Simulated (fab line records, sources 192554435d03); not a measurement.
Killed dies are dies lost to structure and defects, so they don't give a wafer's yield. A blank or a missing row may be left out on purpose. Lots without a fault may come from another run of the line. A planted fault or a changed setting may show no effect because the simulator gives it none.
Which tool did it? | flow n5_finfet | 11 lots, 33 wafers sampled, at 5 steps of a route of 1938

WHAT THE GAUGES READ, wafer by wafer
N5_BEOL_M4_RC_MEAS_101.
lot  | measured     | on        | DIBL_N (mV/V)  | DIBL_P (mV/V)  | IOFF_N (nA/um)    | IOFF_P (nA/um) | ION_N (uA/um) | ION_P (uA/um) | SS_N (mV/dec)  | SS_P (mV/dec)  | VT_N (mV)         | VT_P (mV)
L379 | day 7 20:49  | prober-02 | 35.6 36.6 35.5 | 35.4 36.4 35.4 | 0.143 0.167 0.149 | 0.19 0.20 0.19 | 663 665 674   | 459 450 461   | 71.8 72.1 71.7 | 73.3 73.2 72.7 | 252.3 249.5 251.7 | -255 -253 -255
L381 | day 8 14:34  | prober-02 | 36.8 37.5 38.1 | 36.5 36.5 37.9 | 0.161 0.173 0.186 | 0.26 0.25 0.29 | 684 680 689   | 479 475 482   | 71.6 72.0 71.9 | 73.5 73.7 73.7 | 249.2 247.9 245.9 | -243 -248 -244
L387 | day 9 21:07  | prober-01 | 36.0 35.8 36.5 | 37.5 37.3 37.8 | 0.176 0.174 0.187 | 0.25 0.25 0.27 | 676 672 679   | 468 469 469   | 71.8 71.7 73.1 | 74.1 74.3 73.4 | 248.6 246.6 249.4 | -244 -248 -246
L394 | day 11 10:32 | prober-01 | 37.3 38.3 36.1 | 38.5 39.0 36.6 | 0.196 0.204 0.161 | 0.24 0.25 0.22 | 682 694 687   | 462 464 469   | 71.8 71.9 70.9 | 74.2 74.2 74.0 | 245.1 244.8 248.7 | -249 -248 -249
L393 | day 11 18:47 | prober-02 | 36.8 38.4 37.9 | 37.7 39.3 38.4 | 0.165 0.190 0.181 | 0.23 0.27 0.25 | 676 678 676   | 463 470 468   | 71.1 71.7 71.4 | 74.2 73.5 73.5 | 250.1 249.8 249.2 | -249 -246 -249
L395 | day 12 08:54 | prober-02 | 38.2 35.8 35.6 | 39.0 36.5 35.4 | 0.202 0.160 0.148 | 0.26 0.21 0.19 | 680 660 676   | 470 454 460   | 71.1 71.4 71.3 | 73.4 72.9 73.3 | 245.6 248.4 250.4 | -246 -249 -252
L396 | day 12 12:41 | prober-02 | 36.8 36.8 37.8 | 38.5 38.7 40.1 | 0.174 0.182 0.198 | 0.21 0.24 0.25 | 686 684 688   | 462 470 467   | 71.9 71.7 72.4 | 73.5 73.6 73.6 | 247.8 248.8 244.6 | -251 -248 -246
L398 | day 12 13:56 | prober-01 | 33.6 35.3 33.0 | 35.0 36.8 34.3 | 0.123 0.146 0.114 | 0.19 0.21 0.18 | 658 678 657   | 461 464 461   | 70.9 71.4 71.1 | 72.6 73.4 73.1 | 255.1 253.1 255.0 | -251 -252 -256
L399 | day 12 18:17 | prober-02 | 37.8 35.1 34.4 | 39.6 36.1 35.9 | 0.191 0.142 0.128 | 0.22 0.17 0.17 | 679 671 656   | 457 448 454   | 71.9 71.0 70.8 | 74.2 73.7 73.8 | 247.5 251.1 255.7 | -252 -258 -254
L402 | day 13 15:49 | prober-02 | 37.3 38.3 37.7 | 36.0 37.0 35.6 | 0.184 0.213 0.183 | 0.25 0.29 0.25 | 675 673 673   | 464 460 462   | 71.8 71.7 72.7 | 73.7 74.9 74.1 | 246.7 245.4 249.9 | -246 -246 -247
L401 | day 13 21:52 | prober-02 | 37.4 35.0 37.4 | 36.8 33.4 36.2 | 0.154 0.117 0.156 | 0.21 0.16 0.20 | 669 668 664   | 464 456 455   | 71.8 71.4 71.9 | 73.0 72.8 73.4 | 251.2 254.7 252.8 | -249 -253 -249

WHICH TOOL RAN EACH LOT (tool, then ch and the chambers of the sampled wafers, then the start)
lot  | N5_BEOL_M2_PRE_CLEAN_45      | N5_BEOL_M2_ANNEAL_82         | N5_BEOL_M2_SPUTTER_86        | N5_BEOL_M2_ANNEAL_89
L379 | pvd_sputter-01, day 6 16:24  | pvd_sputter-03, day 6 17:32  | pvd_sputter-03, day 6 17:41  | pvd_sputter-03, day 6 17:59
L381 | pvd_sputter-03, day 7 08:23  | pvd_sputter-03, day 7 09:32  | pvd_sputter-03, day 7 09:40  | pvd_sputter-03, day 7 09:58
L387 | pvd_sputter-03, day 8 22:16  | pvd_sputter-03, day 8 23:34  | pvd_sputter-03, day 8 23:43  | pvd_sputter-03, day 9 00:01
L394 | pvd_sputter-03, day 10 12:59 | pvd_sputter-03, day 10 14:02 | pvd_sputter-03, day 10 14:10 | pvd_sputter-03, day 10 14:28
L393 | pvd_sputter-01, day 10 19:12 | pvd_sputter-02, day 10 20:16 | pvd_sputter-02, day 10 20:25 | pvd_sputter-02, day 10 20:43
L395 | pvd_sputter-03, day 11 01:27 | pvd_sputter-01, day 11 02:43 | pvd_sputter-01, day 11 02:51 | pvd_sputter-01, day 11 03:09
L396 | pvd_sputter-02, day 11 05:11 | pvd_sputter-03, day 11 06:34 | pvd_sputter-03, day 11 06:42 | pvd_sputter-03, day 11 07:00
L398 | pvd_sputter-02, day 11 07:35 | pvd_sputter-03, day 11 08:40 | pvd_sputter-03, day 11 08:48 | pvd_sputter-03, day 11 09:06
L399 | pvd_sputter-03, day 11 10:42 | pvd_sputter-01, day 11 12:07 | pvd_sputter-01, day 11 12:16 | pvd_sputter-01, day 11 12:34
L402 | pvd_sputter-03, day 12 12:50 | pvd_sputter-03, day 12 13:55 | pvd_sputter-03, day 12 14:04 | pvd_sputter-03, day 12 14:22
L401 | pvd_sputter-03, day 12 16:47 | pvd_sputter-03, day 12 18:11 | pvd_sputter-03, day 12 18:19 | pvd_sputter-03, day 12 18:37
- N5_BEOL_M2_PRE_CLEAN_45: time 30 s.
- N5_BEOL_M2_ANNEAL_82: time 240 s.
- N5_BEOL_M2_SPUTTER_86: material Cu, target thk 4.5 nm, time 8.29 s.
- N5_BEOL_M2_ANNEAL_89: time 240 s.

WHAT THE TOOLS THEMSELVES READ (means of the sampled wafers that have a number; where no wafer has one, the mark that the record gives instead)
N5_BEOL_M2_PRE_CLEAN_45.
lot  | tool           | heater_power_w (W)
L379 | pvd_sputter-01 | 319
L381 | pvd_sputter-03 | 345
L387 | pvd_sputter-03 | 347
L394 | pvd_sputter-03 | 343
L393 | pvd_sputter-01 | 336
L395 | pvd_sputter-03 | 340
L396 | pvd_sputter-02 | 307
L398 | pvd_sputter-02 | 332
L399 | pvd_sputter-03 | 342
L402 | pvd_sputter-03 | 340
L401 | pvd_sputter-03 | 358

N5_BEOL_M2_ANNEAL_82.
lot  | tool           | heater_power_w (W)
L379 | pvd_sputter-03 | 900
L381 | pvd_sputter-03 | 900
L387 | pvd_sputter-03 | 809
L394 | pvd_sputter-03 | 854
L393 | pvd_sputter-02 | 770
L395 | pvd_sputter-01 | 813
L396 | pvd_sputter-03 | 818
L398 | pvd_sputter-03 | 856
L399 | pvd_sputter-01 | 830
L402 | pvd_sputter-03 | 897
L401 | pvd_sputter-03 | 904

N5_BEOL_M2_SPUTTER_86.
lot  | tool           | chamber_pressure_pa (Pa) | chuck_gas_flow_sccm (sccm) | throttle_valve_pct (%)
L379 | pvd_sputter-03 | 0.07001                  | 1.30                       | 30.1
L381 | pvd_sputter-03 | 0.07008                  | 1.25                       | 30.3
L387 | pvd_sputter-03 | 0.06998                  | 1.27                       | 29.1
L394 | pvd_sputter-03 | -                        | -                          | -
L393 | pvd_sputter-02 | -                        | -                          | -
L395 | pvd_sputter-01 | -                        | -                          | -
L396 | pvd_sputter-03 | 0.06999                  | 1.23                       | 29.7
L398 | pvd_sputter-03 | 0.07003                  | 1.26                       | 29.6
L399 | pvd_sputter-01 | 0.07000                  | 1.24                       | 28.9
L402 | pvd_sputter-03 | 0.06995                  | 1.27                       | 30.4
L401 | pvd_sputter-03 | 0.06998                  | 1.30                       | 30.2

N5_BEOL_M2_ANNEAL_89.
lot  | tool           | heater_power_w (W)
L379 | pvd_sputter-03 | 903
L381 | pvd_sputter-03 | 912
L387 | pvd_sputter-03 | 806
L394 | pvd_sputter-03 | 862
L393 | pvd_sputter-02 | 780
L395 | pvd_sputter-01 | 793
L396 | pvd_sputter-03 | 830
L398 | pvd_sputter-03 | 849
L399 | pvd_sputter-01 | 847
L402 | pvd_sputter-03 | 895
L401 | pvd_sputter-03 | 902

THE ANSWER, worked out from the rows above alone
Rule: what is usual is taken from the lots themselves. Put in order of their means at a reading, lots are off if they are a third of the lots or fewer, leave a main group of 4 or more, and stand apart from it by a gap of 3 or more times the standard deviation of the main group's means; of several such gaps the widest counts. A main group whose means are all the same, to the digits that the tables above print for the reading, isn't used. A lot without any number at a reading at which 4 lots or more have one is off too. The other lots that the step has rows for count as sound. The gauges are gone through in route order, then the tools' own readings, and for those a lot's mean is taken as printed above. The first step at which some lot is off is used, and at that step the reading that is off furthest; a lot without a number counts as furthest.
Off: L394, L393, L395, at N5_BEOL_M2_SPUTTER_86 (chamber_pressure_pa). Without a number there: L394, L393, L395. The main group: mean 0.07000 Pa, standard deviation 3.7e-05.
A tool fits if, at that step or a process step before it, it ran every lot that is off, and no sound lot after the first of them. None of those tried fits.

WHAT THE SIMULATOR HAD PUT IN
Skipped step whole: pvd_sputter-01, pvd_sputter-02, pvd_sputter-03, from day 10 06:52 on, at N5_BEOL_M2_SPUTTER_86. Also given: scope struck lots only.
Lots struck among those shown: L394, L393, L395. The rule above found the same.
